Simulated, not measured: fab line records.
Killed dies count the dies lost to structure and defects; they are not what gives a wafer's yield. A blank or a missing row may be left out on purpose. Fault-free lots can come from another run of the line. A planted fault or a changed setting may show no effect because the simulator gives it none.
fab line records	flow n5-finfet
[record] lots = 7	wafers = 19	last-day = 16
route steps=1938 shown BEOL_M7@1272 PASSIVATION@1936
lots with no fault: from the same line, run without faults
start-h: the number of hours between the record's first day and the start of the first shown wafer of the lot	wait-h: hours from the lot's prior step to this one	" as in the row above	L1.1+2: one row covering several wafers at once	- either no value or no given start	* or withheld: withheld	< > ~ a bound
route shown NAME@n: NAME is a module with steps in the file, n the number in the route of the first one	usual: mean and standard deviation over wafers with no fault	same: alike in all rows	chamber/n: place in a boat	sites: the reading at each site	_std_site: standard deviation across them	_edge_site: the outer-site mean with the inner-site mean subtracted	radius-mm: for every site, how far away it sits from the centre of the wafer	mask NAME#n: copy n	behind: the most recent tool/chamber to have shaped the wafer	hold: reason for holding the lot/hours on hold/outcome of the hold	device: whichever transistor did not switch (one of n, p or np)	end of line: tests run on the same wafers once the route is complete	where a step has no rows: the recipe by itself	killed: dies that structure and defects cost at the first sort, which is not the same as the wafer's yield	map: dies across one wafer; x = killed, . = not, _ = none there
set.NAME: the setting the step ran with; set.NAME@STEP: the setting that earlier step ran with	model.NAME: the simulator's own value behind a step, which no gauge read
certain route steps with their lots: each step a table, each wafer a row
services: from which hour (start-h, from the record's first day; less than 0 if before it) a tool's chamber was out of use, for how many hours, and why
[[steps]]
[step N5_BEOL_M7_SOFTBAKE_06]
[recipe] temp-c = 110	time-s = 60	resist = CAR-ArF
[step N5_BEOL_M7_EXPOSE_08]
[recipe] mask-id = M7	na = 1.35	source-shape = dipole	sigma-inner = 0.817	sigma-outer = 0.97	polarization = te	dose-mj = 68.25
[step N5_BEOL_M7_PEB_09]
[recipe] peb-temp-c = withheld	peb-time-s = 60	resist = CAR-ArF
[step N5_BEOL_M7_DEVELOP_10]
[recipe] develop-time-s = 30	developer = TMAH	resist = CAR-ArF	rinse-liquid = diw	dry = air-spin	dev-temp-c = 23
[step N5_BEOL_M7_CD_MEAS_11]
[recipe] target-cd-nm = 38.5	landing-energy-ev = 500	detector = se-inlens	polarity = opening
[usual] cd-nm = 38.6/0.52
lot.wafer	tool	chamber	start-h	wait-h	cd-nm
L635.1	cd-sem-03	0	185.99	-	39.7
L635.2	"	0	"	"	39.2
L635.6	"	0	"	"	39.0
L640.1	cd-sem-02	0	235.68	-	37.9
L640.2	"	0	"	"	38.3
L640.5	"	0	"	"	38.2
L649.2	cd-sem-02	0	280.48	-	38.7
L649.5	"	0	"	"	38.3
L649.6	"	0	"	"	38.8
L651.3	cd-sem-01	0	303.24	-	37.9
L651.6	"	0	"	"	38.2
L652.1	cd-sem-01	0	305.53	-	38.4
L652.4	"	0	"	"	38.3
L652.5	"	0	"	"	39.0
L653.1	cd-sem-02	0	306.23	-	38.7
L653.5	"	0	"	"	38.5
L653.6	"	0	"	"	38.2
L654.1	cd-sem-02	0	310.07	-	39.4
L654.5	"	0	"	"	38.7
[step N5_BEOL_M7_OVL_MEAS_12]
[recipe] points-per-wafer = 44
[usual] M7_OVL = 0.2/0.8
lot.wafer	tool	chamber	start-h	wait-h	M7_OVL[nm]
L635.1	overlay-01	0	186.02	0.0	-0.3
L635.2	"	0	"	"	0.1
L635.6	"	0	"	"	-0.2
L640.1	overlay-02	0	235.71	0.0	0.8
L640.2	"	0	"	"	0.4
L640.5	"	0	"	"	0.8
L649.2	overlay-02	0	280.51	0.0	0.1
L649.5	"	0	"	"	-1.5
L649.6	"	0	"	"	0.2
L651.3	overlay-02	0	303.27	0.0	-0.1
L651.6	"	0	"	"	-0.8
L652.1	overlay-02	0	305.56	0.0	-0.3
L652.4	"	0	"	"	0.0
L652.5	"	0	"	"	-1.1
L653.1	overlay-01	0	306.26	0.0	-0.3
L653.5	"	0	"	"	-0.3
L653.6	"	0	"	"	0.0
L654.1	overlay-01	0	310.10	0.0	-0.5
L654.5	"	0	"	"	-0.4
[step N5_BEOL_M7_INSPECT_13]
[recipe] mode = adi	inspect-instrument = brightfield
[usual] raw-defect-count = 390/96
lot.wafer	tool	chamber	start-h	wait-h	raw-defect-count
L635.1	defect-inspect-02	-	186.05	0.0	416
L635.2	"	-	"	"	528
L635.6	"	-	"	"	436
L640.1	defect-inspect-01	-	235.73	0.0	399
L640.2	"	-	"	"	311
L640.5	"	-	"	"	354
L649.2	defect-inspect-01	-	280.54	0.0	376
L649.5	"	-	"	"	412
L649.6	"	-	"	"	444
L651.3	defect-inspect-01	-	303.29	0.0	272
L651.6	"	-	"	"	275
L652.1	defect-inspect-01	-	305.59	0.0	468
L652.4	"	-	"	"	492
L652.5	"	-	"	"	413
L653.1	defect-inspect-01	-	306.29	0.0	418
L653.5	"	-	"	"	297
L653.6	"	-	"	"	300
L654.1	defect-inspect-02	-	310.12	0.0	607
L654.5	"	-	"	"	454
[step N5_BEOL_M7_DESCUM_16]
[recipe] chemistry = O2	time-s = 7.9	source-power-w = 50	bias-power-w = 20	pressure-mtorr = 20	rf-frequency-hz = 2.712e+07	temp-c = 40	resist = CAR-ArF	o2-flow-sccm = 225
[usual] drypump-motor-current-A = 5.9/0.36	oes-product-au = 0.76/0.08	rf-vpp-V = 243.3/1.5	showerhead-plenum-p-Torr = 2.10/0.085	throttle-valve-pct = 20.44/0.22
[same] time-s = 7.9
lot.wafer	tool	chamber	start-h	wait-h	drypump-motor-current-A	oes-product-au	rf-hours-counter-h	rf-vpp-V	showerhead-plenum-p-Torr	throttle-valve-pct
L635.1	rie-diel-05	0	186.71	0.7	5.5	0.76	135	243.4	2.01	20.64
L635.2	"	2	"	"	5.6	0.68	239	243.1	2.16	20.74
L635.6	"	2	"	"	5.6	0.68	-	244.0	2.16	20.75
L640.1	rie-diel-05	3	235.77	0.0	5.8	0.71	204	245.1	2.16	20.59
L640.2	"	0	"	"	5.5	0.75	152	243.3	2.00	20.67
L640.5	"	1	"	"	6.1	0.69	-	241.1	1.97	20.05
L649.2	rie-diel-05	2	280.99	0.5	5.6	0.94	12	243.2	2.15	20.37
L649.5	"	0	"	"	5.5	0.73	-	241.7	2.00	20.68
L649.6	"	2	"	"	5.6	0.95	-	244.6	2.15	20.36
L651.3	rie-diel-01	1	303.52	0.2	6.3	0.76	189	243.3	2.18	20.15
L651.6	"	2	"	"	6.3	0.70	-	240.5	1.98	20.28
L652.1	rie-diel-05	2	305.96	0.4	5.6	0.92	22	244.4	2.15	20.38
L652.4	"	3	"	"	5.8	0.68	-	245.5	2.15	20.63
L652.5	"	0	"	"	5.6	0.72	-	242.1	1.99	20.71
L653.1	rie-diel-01	2	306.64	0.4	6.4	0.70	211	242.8	1.98	20.25
L653.5	"	1	"	"	6.3	0.74	-	244.0	2.18	20.14
L653.6	"	0	"	"	5.5	0.77	-	245.0	2.20	20.59
L654.1	rie-diel-06	0	310.52	0.4	4.9	0.94	18	243.5	2.24	20.68
L654.5	"	0	"	"	4.9	0.94	-	245.2	2.24	20.70
[step N5_BEOL_M7_ETCH_61]
[recipe] chemistry = CF4	target = SiARC	target-depth-a = 455	mask-material = CAR-ArF	time-s = 75.8	ion-energy-ev = 80	pressure-mtorr = 40	source-w = 545	bias-w = 36	Ar_flow_sccm = 100	cf4-flow-sccm = 100	ends = cleared
[usual] drypump-motor-current-A = 5.9/0.36	etch-rf-on-time-s = 76.6/1.3	oes-product-au = 0.64/0.066	rf-vpp-V = 184.1/1.2	showerhead-plenum-p-Torr = 2.15/0.078	throttle-valve-pct = 15.66/0.19
lot.wafer	tool	chamber	start-h	wait-h	drypump-motor-current-A	etch-rf-on-time-s	oes-product-au	rf-hours-counter-h	rf-vpp-V	showerhead-plenum-p-Torr	throttle-valve-pct
L635.1	rie-diel-05	0	186.74	0.0	5.5	77.0	0.64	135	182.6	2.06	15.81
L635.2	"	2	"	"	5.7	76.6	0.58	239	183.0	2.18	15.81
L635.6	"	2	"	"	5.6	76.2	0.58	-	183.1	2.18	15.81
L640.1	rie-diel-05	3	235.80	0.0	5.8	77.7	0.61	204	183.4	2.22	15.87
L640.2	"	0	"	"	5.5	76.8	0.63	152	182.6	2.06	15.84
L640.5	"	1	"	"	6.1	77.0	0.59	-	181.9	2.04	15.50
L649.2	rie-diel-05	2	281.03	0.0	5.6	75.7	0.80	12	185.5	2.18	15.35
L649.5	"	0	"	"	5.5	77.5	0.62	-	182.5	2.05	15.87
L649.6	"	2	"	"	5.6	75.8	0.80	-	184.5	2.18	15.35
L651.3	rie-diel-01	1	303.56	0.0	6.3	73.6	0.65	189	184.6	2.21	15.29
L651.6	"	2	"	"	6.4	77.1	0.60	-	182.8	2.04	15.58
L652.1	rie-diel-05	2	305.99	0.0	5.6	76.1	0.78	22	185.2	2.17	15.35
L652.4	"	3	"	"	5.8	78.2	0.59	-	183.0	2.22	15.91
L652.5	"	0	"	"	5.6	77.5	0.61	-	183.8	2.05	15.91
L653.1	rie-diel-01	2	306.67	0.0	6.4	77.1	0.60	211	183.2	2.04	15.57
L653.5	"	1	"	"	6.3	74.3	0.64	-	185.5	2.21	15.29
L653.6	"	0	"	"	5.5	75.5	0.67	-	185.2	2.25	15.77
L654.1	rie-diel-06	0	310.56	0.0	4.9	76.0	0.77	18	185.3	2.28	15.74
L654.5	"	0	"	"	4.9	76.7	0.76	-	186.3	2.28	15.72
[step N5_BEOL_M7_ETCH_62]
[recipe] chemistry = N2/H2	target = SOC	target-depth-a = 1100	overetch-a = 220	mask-material = SiARC	temp-c = 40	time-s = 165	ion-energy-ev = 200	pressure-mtorr = 30	source-w = 840	bias-w = 150	n2-flow-sccm = 200	h2-flow-sccm = 200
[usual] drypump-motor-current-A = 5.9/0.35	oes-product-au = 0.64/0.062	rf-vpp-V = 523.9/2.8	showerhead-plenum-p-Torr = 2.55/0.097	throttle-valve-pct = 17.84/0.23
[same] time-s = 165
lot.wafer	tool	chamber	start-h	wait-h	drypump-motor-current-A	oes-product-au	rf-hours-counter-h	rf-vpp-V	showerhead-plenum-p-Torr	throttle-valve-pct
L635.1	rie-diel-05	0	186.80	0.0	5.5	0.64	135	520.8	2.44	18.05
L635.2	"	2	"	"	5.6	0.57	239	525.2	2.61	18.01
L635.6	"	2	"	"	5.6	0.57	-	525.8	2.61	18.04
L640.1	rie-diel-05	3	235.86	0.0	5.8	0.61	204	525.7	2.63	18.02
L640.2	"	0	"	"	5.6	0.63	152	520.9	2.43	18.10
L640.5	"	1	"	"	6.1	0.59	-	520.8	2.41	17.52
L649.2	rie-diel-05	2	281.08	0.0	5.6	0.78	12	525.8	2.60	17.61
L649.5	"	0	"	"	5.5	0.62	-	521.1	2.43	18.12
L649.6	"	2	"	"	5.6	0.79	-	523.6	2.60	17.61
L651.3	rie-diel-01	1	303.61	0.0	6.3	0.63	189	526.2	2.63	17.40
L651.6	"	2	"	"	6.4	0.60	-	520.0	2.42	17.72
L652.1	rie-diel-05	2	306.05	0.0	5.6	0.77	22	525.6	2.59	17.62
L652.4	"	3	"	"	5.8	0.59	-	526.8	2.62	18.08
L652.5	"	0	"	"	5.5	0.61	-	520.6	2.42	18.14
L653.1	rie-diel-01	2	306.73	0.0	6.4	0.60	211	519.9	2.42	17.73
L653.5	"	1	"	"	6.3	0.63	-	527.0	2.63	17.40
L653.6	"	0	"	"	5.5	0.66	-	527.5	2.67	17.91
L654.1	rie-diel-06	0	310.62	0.0	4.9	0.77	18	528.3	2.69	17.84
L654.5	"	0	"	"	4.9	0.76	-	528.4	2.69	17.84
[step N5_BEOL_M7_STRIP_68]
[recipe] chemistry = N2/H2	temp-c = 40	n2-flow-sccm = 200	h2-flow-sccm = 200	rf-frequency-hz = 6e+07
[step N5_BEOL_M7_STRIP_67]
[recipe] chemistry = CF4	resist = SiARC	power-w = 300	bias-power-w = 75	pressure-mtorr = 50	cf4-flow-sccm = 150	rf-frequency-hz = 6e+07
[usual] drypump-motor-current-A = 5.9/0.35	oes-product-au = 0.76/0.073	rf-vpp-V = 271.1/1.9	showerhead-plenum-p-Torr = 1.80/0.063	throttle-valve-pct = 13.64/0.19
lot.wafer	tool	chamber	start-h	wait-h	drypump-motor-current-A	oes-product-au	rf-hours-counter-h	rf-vpp-V	showerhead-plenum-p-Torr	throttle-valve-pct
L635.1	rie-diel-05	0	186.94	0.0	5.5	0.76	135	270.7	1.73	13.79
L635.2	"	2	"	"	5.6	0.68	239	274.3	1.83	13.81
L635.6	"	2	"	"	5.6	0.67	-	271.8	1.83	13.85
L640.1	rie-diel-05	3	236.00	0.0	5.8	0.71	204	272.8	1.86	13.85
L640.2	"	0	"	"	5.5	0.74	153	269.3	1.73	13.84
L640.5	"	1	"	"	6.1	0.70	-	268.2	1.71	13.53
L649.2	rie-diel-05	2	281.23	0.0	5.6	0.93	12	272.7	1.82	13.30
L649.5	"	0	"	"	5.5	0.73	-	270.7	1.72	13.87
L649.6	"	2	"	"	5.6	0.93	-	273.4	1.82	13.29
L651.3	rie-diel-01	1	303.76	0.0	6.3	0.74	189	272.6	1.84	13.30
L651.6	"	2	"	"	6.4	0.71	-	270.6	1.71	13.58
L652.1	rie-diel-05	2	306.19	0.0	5.6	0.91	22	272.0	1.82	13.30
L652.4	"	3	"	"	5.8	0.70	-	272.0	1.85	13.91
L652.5	"	0	"	"	5.5	0.73	-	268.5	1.72	13.88
L653.1	rie-diel-01	2	306.88	0.0	6.4	0.71	211	271.1	1.71	13.60
L653.5	"	1	"	"	6.3	0.75	-	271.8	1.84	13.29
L653.6	"	0	"	"	5.5	0.79	-	272.1	1.89	13.74
L654.1	rie-diel-06	0	310.76	0.0	4.9	0.91	18	273.5	1.90	13.66
L654.5	"	0	"	"	4.9	0.91	-	273.2	1.90	13.65
[step N5_BEOL_M7_HM_OPEN_17]
[recipe] chemistry = Cl2/BCl3	target-depth-a = 200	overetch-a = 60	target = TiN	mask-material = SOC	ion-energy-ev = 150	pressure-mtorr = 10	icp-w = 1000	bias-w = 126	Cl2_flow_sccm = 53.25	bcl3-flow-sccm = 21.75	Ar_flow_sccm = 25
[usual] drypump-motor-current-A = 5.9/0.44	oes-product-au = 0.66/0.095	throttle-valve-pct = 22.17/0.26
lot.wafer	tool	chamber	start-h	wait-h	drypump-motor-current-A	oes-product-au	rf-hours-counter-h	throttle-valve-pct	model.SOC_of_BEOL_M7_COAT_59.thk-nm
L635.1	rie-metal-03	1	187.12	0.2	5.5	0.66	53	22.65	92.6
L635.2	"	0	"	"	5.6	0.56	105	22.28	91.6
L635.6	"	0	"	"	5.6	0.57	-	22.29	91.8
L640.1	rie-metal-01	1	236.04	0.0	5.4	0.59	78	22.02	92.4
L640.2	"	1	"	"	5.4	0.59	-	22.00	92.2
L640.5	"	1	"	"	5.4	0.60	-	21.99	92.6
L649.2	rie-metal-02	0	281.27	0.0	6.3	0.72	18	22.25	92.4
L649.5	"	0	"	"	6.3	0.72	-	22.23	92.2
L649.6	"	1	"	"	6.4	0.53	-	21.94	92.6
L651.3	rie-metal-02	0	303.86	0.1	6.3	0.72	-	22.25	92.4
L651.6	"	0	"	"	6.3	0.72	-	22.24	93.6
L652.1	rie-metal-03	1	306.23	0.0	5.5	0.64	62	22.69	92.6
L652.4	"	1	"	"	5.5	0.64	-	22.68	92.2
L652.5	"	1	"	"	5.5	0.64	-	22.69	92.4
L653.1	rie-metal-02	0	306.92	0.0	6.3	0.72	21	22.27	92.4
L653.5	"	0	"	"	6.3	0.73	-	22.24	93.8
L653.6	"	0	"	"	6.3	0.72	-	22.24	93.6
L654.1	rie-metal-02	1	310.80	0.0	6.4	0.85	0	21.72	92.4
L654.5	"	0	"	"	6.3	0.71	-	22.26	93.4
[step N5_BEOL_M7_STRIP_19]
[recipe] chemistry = O2	power-w = 400	temp-c = 40	pressure-mtorr = 30	rf-frequency-hz = 6e+07	bias-power-w = 0	overash-fraction = 0.2	o2-flow-sccm = 225
[usual] drypump-motor-current-A = 5.9/0.4	oes-product-au = 0.77/0.072	rf-vpp-V = 3.6/0.58	showerhead-plenum-p-Torr = 2.13/0.076	throttle-valve-pct = 16.68/0.17
lot.wafer	tool	chamber	start-h	wait-h	drypump-motor-current-A	oes-product-au	rf-hours-counter-h	rf-vpp-V	showerhead-plenum-p-Torr	throttle-valve-pct
L635.1	rie-diel-01	0	187.24	0.1	5.5	0.82	75	2.8	2.22	16.75
L635.2	"	3	"	"	5.7	0.71	200	3.9	2.17	16.60
L635.6	"	0	"	"	5.5	0.82	-	3.6	2.22	16.74
L640.1	rie-diel-01	3	236.30	0.2	5.7	0.71	214	3.2	2.16	16.65
L640.2	"	0	"	"	5.5	0.80	88	2.6	2.21	16.77
L640.5	"	1	"	"	6.3	0.77	-	3.9	2.20	16.40
L649.2	rie-diel-05	2	281.48	0.2	5.6	0.95	12	3.7	2.16	16.55
L649.5	"	0	"	"	5.6	0.73	-	2.8	2.00	16.94
L649.6	"	3	"	"	5.8	0.72	-	4.7	2.16	16.89
L651.3	rie-diel-06	2	304.00	0.1	6.4	0.68	231	3.7	2.09	16.76
L651.6	"	3	"	"	6.3	0.75	-	3.4	2.10	16.70
L652.1	rie-diel-01	0	306.60	0.3	5.5	0.77	109	3.2	2.21	16.80
L652.4	"	2	"	"	6.4	0.71	211	2.7	1.98	16.57
L652.5	"	0	"	"	5.4	0.78	-	3.8	2.21	16.81
L653.1	rie-diel-05	2	307.13	0.2	5.6	0.92	22	4.0	2.15	16.55
L653.5	"	3	"	"	5.8	0.69	-	3.9	2.16	16.88
L653.6	"	0	"	"	5.5	0.72	-	3.3	2.00	16.96
L654.1	rie-diel-05	1	310.91	0.1	6.1	1.00	0	3.0	2.23	15.99
L654.5	"	3	"	"	5.8	0.69	-	2.7	2.16	16.89
[step N5_PASSIVATION_PROBE_49]
[usual] defect-limited-yield = 90.9/1.4	killed_at_M0_to_M3 = 37/12	killed_at_M4_up = 14/5.3	killed-at-contacts = 12/6.2	killed-at-front-end = 41/11	killed-at-other = 3.7/2.9	killed-dies = 107/17	killed-on-rim = 14/4.4	killed-open = 71/12	killed-short = 34/7.9	sort_bin_5_function = 5.3/0.95	sort_bin_6_memory = 3.4/0.7	sort-n-pass = 1073/17	sort-yield-pct = 90.9/1.5
[same] gross-dies = 1180	killed-at-back-side = 0	sort_bin_4_leakage[%] = 0	sort_bin_8_speed[%] = 0
lot.wafer	tool	chamber	start-h	wait-h	defect-limited-yield[%]	killed_at_M0_to_M3	killed_at_M4_up	killed-at-contacts	killed-at-front-end	killed-at-other	killed-dies	killed-on-rim	killed-open	killed-short	sort_bin_5_function[%]	sort_bin_6_memory[%]	sort-n-pass	sort-yield-pct[%]
L635.1	prober-02	-	272.55	0.0	91.7	40	7	18	32	1	98	20	61	37	4.1	3.8	1082	91.7
L635.2	prober-02	-	272.60	0.1	92.6	28	7	13	39	0	87	9	51	35	3.8	3.2	1093	92.6
L635.6	prober-02	-	272.80	0.3	91.0	23	5	11	67	0	106	15	76	29	4.7	4.1	1074	91.0
L640.1	prober-01	-	313.20	0.0	92.4	21	11	7	48	3	90	4	61	28	4.4	3.0	1090	92.4
L640.2	prober-01	-	313.25	0.1	91.3	35	11	10	44	3	103	6	61	41	5.1	3.0	1077	91.3
L640.5	prober-01	-	313.40	0.2	91.2	29	13	13	41	8	104	15	69	33	5.9	2.6	1076	91.2
L649.2	prober-02	-	366.71	0.1	91.9	44	15	11	25	0	95	15	69	24	5.3	2.6	1085	91.9
L649.5	prober-02	-	366.86	0.2	92.9	28	14	7	31	4	84	9	58	25	4.1	2.8	1096	92.9
L649.6	prober-02	-	366.91	0.3	89.8	46	19	11	36	8	120	18	80	40	6.3	3.4	1060	89.8
L652.1	prober-01	-	387.40	0.0	90.4	40	15	11	43	4	113	12	78	33	5.3	4.0	1067	90.4
L652.4	prober-01	-	387.55	0.2	91.0	33	9	6	49	9	106	12	71	35	5.5	3.1	1074	91.0
L652.5	prober-01	-	387.60	0.2	88.5	47	22	20	45	2	136	22	100	32	6.8	4.4	1044	88.5
L651.3	prober-02	-	389.10	0.1	93.3	31	7	12	20	9	79	10	50	29	4.0	2.5	1101	93.3
L651.6	prober-02	-	389.25	0.3	89.3	52	19	18	32	5	126	21	80	40	6.3	3.6	1054	89.3
L653.1	prober-01	-	389.39	0.0	90.8	32	16	18	36	6	108	14	72	36	5.4	3.4	1072	90.8
L653.5	prober-01	-	389.59	0.2	90.3	32	10	19	46	8	115	18	79	35	5.8	3.6	1065	90.3
L653.6	prober-01	-	389.64	0.3	87.8	54	10	27	49	4	144	14	83	61	7.7	4.2	1036	87.8
L654.1	prober-02	-	395.21	0.0	89.6	39	14	22	43	5	123	20	92	31	6.6	3.5	1057	89.6
L654.5	prober-02	-	395.41	0.2	89.3	48	14	12	42	10	126	22	77	45	6.4	3.9	1054	89.3
// killed by level:class
L635.1 MOL_CONTACT_COAG:geometric-particle:open=15 BEOL_M0_SAQP:geometric-particle:short=11 BEOL_M1:geometric-particle:open=8 BEOL_M0_SAQP:geometric-particle:open=7 GATE_CUT:geometric-particle:short=6 BEOL_M3:geometric-particle:open=6 STI_FIN_REVEAL:geometric-particle:open=5 FIN_SAQP:geometric-particle:short=4
L635.2 FIN_SAQP:geometric-particle:short=9 STI_FIN_REVEAL:geometric-particle:open=9 MOL_CONTACT_COAG:geometric-particle:open=8 BEOL_M0_SAQP:geometric-particle:open=6 BEOL_M2:geometric-particle:open=6 FIN_SAQP:geometric-particle:open=5 MOL_CONTACT_COAG:geometric-particle:short=5 BEOL_M1:geometric-particle:open=5
L635.6 STI_FIN_REVEAL:geometric-particle:open=30 FIN_SAQP:geometric-particle:open=11 BEOL_M0_SAQP:geometric-particle:open=10 MOL_CONTACT_COAG:geometric-particle:open=8 STI_FIN_REVEAL:geometric-particle:short=6 BEOL_M3:geometric-particle:open=5 FIN_SAQP:geometric-particle:short=4 MOL_CONTACT_COAG:geometric-particle:short=3
L640.1 DUMMY_GATE:geometric-particle:open=16 STI_FIN_REVEAL:geometric-particle:open=8 MOL_CONTACT_COAG:geometric-particle:open=6 BEOL_M1:geometric-particle:open=6 DUMMY_GATE:geometric-particle:short=5 FIN_SAQP:geometric-particle:open=4 BEOL_M1:geometric-particle:short=4 BEOL_M5:geometric-particle:open=4
L640.2 DUMMY_GATE:geometric-particle:open=11 BEOL_M1:geometric-particle:open=9 GATE_CUT:geometric-particle:short=8 MOL_CONTACT_COAG:geometric-particle:open=8 BEOL_M0_SAQP:geometric-particle:short=7 GATE_CUT:geometric-particle:open=6 BEOL_M3:geometric-particle:open=6 DUMMY_GATE:geometric-particle:short=5
L640.5 DUMMY_GATE:geometric-particle:open=16 MOL_CONTACT_COAG:geometric-particle:open=9 BEOL_M1:geometric-particle:open=8 PASS1_CAP:geometric-particle:open=5 BEOL_M3:geometric-particle:short=5 BEOL_M5:geometric-particle:open=5 GATE_CUT:geometric-particle:short=4 MOL_CONTACT_COAG:geometric-particle:short=4
L649.2 BEOL_M1:geometric-particle:open=9 MOL_CONTACT_COAG:geometric-particle:open=7 BEOL_M0_SAQP:geometric-particle:open=7 BEOL_M0:geometric-particle:open=7 BEOL_M3:geometric-particle:open=7 FIN_SAQP:geometric-particle:open=5 BEOL_M2:geometric-particle:open=5 ILD0:geometric-particle:short=4
L649.5 BEOL_M1:geometric-particle:open=10 BEOL_M0:geometric-particle:open=6 FIN_SAQP:geometric-particle:open=5 STI_FIN_REVEAL:geometric-particle:open=5 STARTING-WAFER:geometric-particle:short=5 BEOL_M3:geometric-particle:open=5 DUMMY_GATE:geometric-particle:open=4 MOL_CONTACT_COAG:geometric-particle:open=4
L649.6 BEOL_M0:geometric-particle:open=11 MOL_CONTACT_COAG:geometric-particle:open=9 BEOL_M0_SAQP:geometric-particle:short=9 BEOL_M4:geometric-particle:open=9 BEOL_M2:geometric-particle:open=8 FIN_SAQP:geometric-particle:open=7 MIM_TOP:geometric-particle:open=5 DUMMY_GATE:geometric-particle:open=4
L652.1 STI_FIN_REVEAL:geometric-particle:open=11 BEOL_M2:geometric-particle:open=11 BEOL_M0_SAQP:geometric-particle:open=9 MOL_CONTACT_COAG:geometric-particle:open=8 FIN_SAQP:geometric-particle:open=7 FIN_SAQP:geometric-particle:short=6 BEOL_M0_SAQP:geometric-particle:short=6 BEOL_M4:geometric-particle:open=6
L652.4 STI_FIN_REVEAL:geometric-particle:open=12 FIN_SAQP:geometric-particle:short=11 BEOL_M0_SAQP:geometric-particle:open=10 BEOL_M0_SAQP:geometric-particle:short=10 DUMMY_GATE:geometric-particle:open=8 MOL_CONTACT_COAG:geometric-particle:open=6 BEOL_M2:geometric-particle:open=5 FIN_SAQP:geometric-particle:open=4
L652.5 MOL_CONTACT_COAG:geometric-particle:open=17 BEOL_M3:geometric-particle:open=17 BEOL_M4:geometric-particle:open=11 BEOL_M0_SAQP:geometric-particle:open=10 STI_FIN_REVEAL:geometric-particle:open=9 FIN_SAQP:geometric-particle:open=8 ILD0:geometric-particle:short=6 BEOL_M2:geometric-particle:open=6
L651.3 MOL_CONTACT_COAG:geometric-particle:open=11 BEOL_M1:geometric-particle:open=8 BEOL_M2:geometric-particle:open=8 PAD_METAL:geometric-particle:short=6 STI_FIN_REVEAL:geometric-particle:open=4 BEOL_M0_SAQP:geometric-particle:short=4 FIN_SAQP:geometric-particle:short=3 BEOL_M0:geometric-particle:open=3
L651.6 MOL_CONTACT_COAG:geometric-particle:open=11 BEOL_M0_SAQP:geometric-particle:open=11 BEOL_M3:geometric-particle:open=9 BEOL_M0_SAQP:geometric-particle:short=8 BEOL_M2:geometric-particle:open=8 BEOL_M4:geometric-particle:open=8 MOL_CONTACT_COAG:geometric-particle:short=6 GATE_CUT:geometric-particle:short=5
L653.1 MOL_CONTACT_COAG:geometric-particle:open=13 BEOL_M0_SAQP:geometric-particle:short=10 STI_FIN_REVEAL:geometric-particle:open=9 FIN_SAQP:geometric-particle:open=7 BEOL_M0_SAQP:geometric-particle:open=7 DUMMY_GATE:geometric-particle:open=6 BEOL_M1:geometric-particle:open=6 MOL_CONTACT_COAG:geometric-particle:short=5
L653.5 MOL_CONTACT_COAG:geometric-particle:open=17 FIN_SAQP:geometric-particle:open=14 BEOL_M0_SAQP:geometric-particle:open=11 BEOL_M1:geometric-particle:open=10 DUMMY_GATE:geometric-particle:open=9 FIN_SAQP:geometric-particle:short=8 BEOL_M0_SAQP:geometric-particle:short=7 PASS1_CAP:geometric-particle:short=5
L653.6 MOL_CONTACT_COAG:geometric-particle:open=24 BEOL_M0_SAQP:geometric-particle:short=14 BEOL_M3:geometric-particle:short=11 GATE_CUT:geometric-particle:short=9 BEOL_M1:geometric-particle:open=9 FIN_SAQP:geometric-particle:open=7 BEOL_M1:geometric-particle:short=7 GATE_CUT:geometric-particle:open=6
L654.1 STI_FIN_REVEAL:geometric-particle:open=21 MOL_CONTACT_COAG:geometric-particle:open=19 BEOL_M0_SAQP:geometric-particle:open=11 BEOL_M2:geometric-particle:open=8 FIN_SAQP:geometric-particle:open=7 BEOL_M4:geometric-particle:open=7 BEOL_M3:geometric-particle:open=6 STI_FIN_REVEAL:geometric-particle:short=4
L654.5 BEOL_M0_SAQP:geometric-particle:short=15 STI_FIN_REVEAL:geometric-particle:open=11 MOL_CONTACT_COAG:geometric-particle:open=11 BEOL_M0_SAQP:geometric-particle:open=9 BEOL_M1:geometric-particle:open=9 ILD0:geometric-particle:short=7 BEOL_M4:geometric-particle:open=7 BEOL_M2:geometric-particle:open=6
[[services]]
tool	chamber	start-h	hours	kind
rie-metal-01	-	171.73	28.1	pm
rie-diel-06	2	201.30	23.7	repair
rie-diel-06	3	202.27	7.3	repair
rie-diel-01	-	211.73	3.2	repair
rie-diel-05	2	220.81	-	clean
rie-diel-05	2	220.81	-	consumable-replace:focus-ring
rie-diel-05	2	220.81	17.9	scheduled-down
rie-diel-05	2	220.81	17.9	vent-cycle
rie-diel-06	0	226.90	-	clean
rie-diel-06	0	226.90	-	consumable-replace:focus-ring
rie-diel-06	0	226.90	-	consumable-replace:showerhead
rie-diel-06	0	226.90	20.7	scheduled-down
rie-diel-06	0	226.90	20.7	vent-cycle
rie-metal-03	-	242.81	14.6	pm
rie-diel-01	-	243.61	0.2	repair
rie-metal-03	-	258.06	1.4	pm
rie-diel-06	0	271.64	2.8	repair
rie-diel-05	1	280.56	-	clean
rie-diel-05	1	280.56	-	consumable-replace:focus-ring
rie-diel-05	1	280.56	-	consumable-replace:showerhead
rie-metal-02	1	285.18	-	clean
rie-metal-02	1	285.18	24.6	scheduled-down
rie-metal-02	1	285.18	24.6	vent-cycle
rie-diel-05	2	296.80	2.9	repair
[[key]]
first-sign none at tools or gauges
[model-effect] step = N5_BEOL_M7_HM_OPEN_17	value = SOC_of_BEOL_M7_COAT_59.thk-nm	without = 92.3	struck = 93.6
met-at N5_BEOL_M7_HM_OPEN_17
struck-wafers L651.6,L653.5,L653.6,L654.5
onset-between 281.27 303.86
[fault] kind = process-parameter-drift	tool = rie-metal-02	chamber = -	onset-h = 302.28	steps = N5_BEOL_M7_HM_OPEN_17	channel = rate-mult	offset = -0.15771	shape = step	end-h = 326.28	scope = struck-wafers-only
